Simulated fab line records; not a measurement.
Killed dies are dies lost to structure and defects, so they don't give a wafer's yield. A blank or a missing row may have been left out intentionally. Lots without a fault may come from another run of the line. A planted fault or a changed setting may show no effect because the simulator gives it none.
Which tool is to blame? + flow nand_harc + 12 lots, 36 wafers sampled, at 1 step of a route of 1159

## WHAT THE GAUGES SHOWED, per wafer
NHARC_P_STI_OVL_MEAS_10.
| lot  | measured    | on         | overlay_x_nm (nm) |
|------|-------------|------------|-------------------|
| L075 | day 2 17:38 | overlay-01 | 18 18 18          |
| L077 | day 3 05:49 | overlay-01 | 6 7 6             |
| L079 | day 4 04:07 | overlay-01 | 6 5 6             |
| L080 | day 4 04:11 | overlay-01 | -8 -8 -8          |
| L084 | day 4 20:13 | overlay-02 | 2 2 2             |
| L085 | day 5 07:50 | overlay-02 | 3 3 3             |
| L087 | day 5 18:20 | overlay-02 | 0 0 0             |
| L089 | day 6 06:07 | overlay-01 | 1 1 1             |
| L091 | day 6 17:16 | overlay-01 | -6 -6 -6          |
| L093 | day 7 01:37 | overlay-01 | -5 -5 -5          |
| L095 | day 7 16:47 | overlay-02 | 0 0 -1            |
| L097 | day 8 08:05 | overlay-02 | 4 4 4             |

## EACH LOT AND THE TOOL THAT RAN IT (in order: tool; ch and the chambers of the sampled wafers; start)
Record: no process step prior to these readings.

## THE ANSWER, worked out from the rows above alone
Rule: what is usual is taken from the lots themselves. Put in order of their means at a reading, lots are off if they are a third of the lots or fewer, leave a main group of 4 or more, and stand apart from it by a gap of 3 or more times the standard deviation of the main group's means; of several such gaps the widest counts. A main group whose means are all the same, to the digits that the tables above print for the reading, isn't used. A lot without any number at a reading at which 4 lots or more have one is off too. Where the step has rows for the other lots, those lots are counted as sound.
None of the lots is off at any reading shown; this tells nothing.

## WHAT THE SIMULATOR HAD PUT IN
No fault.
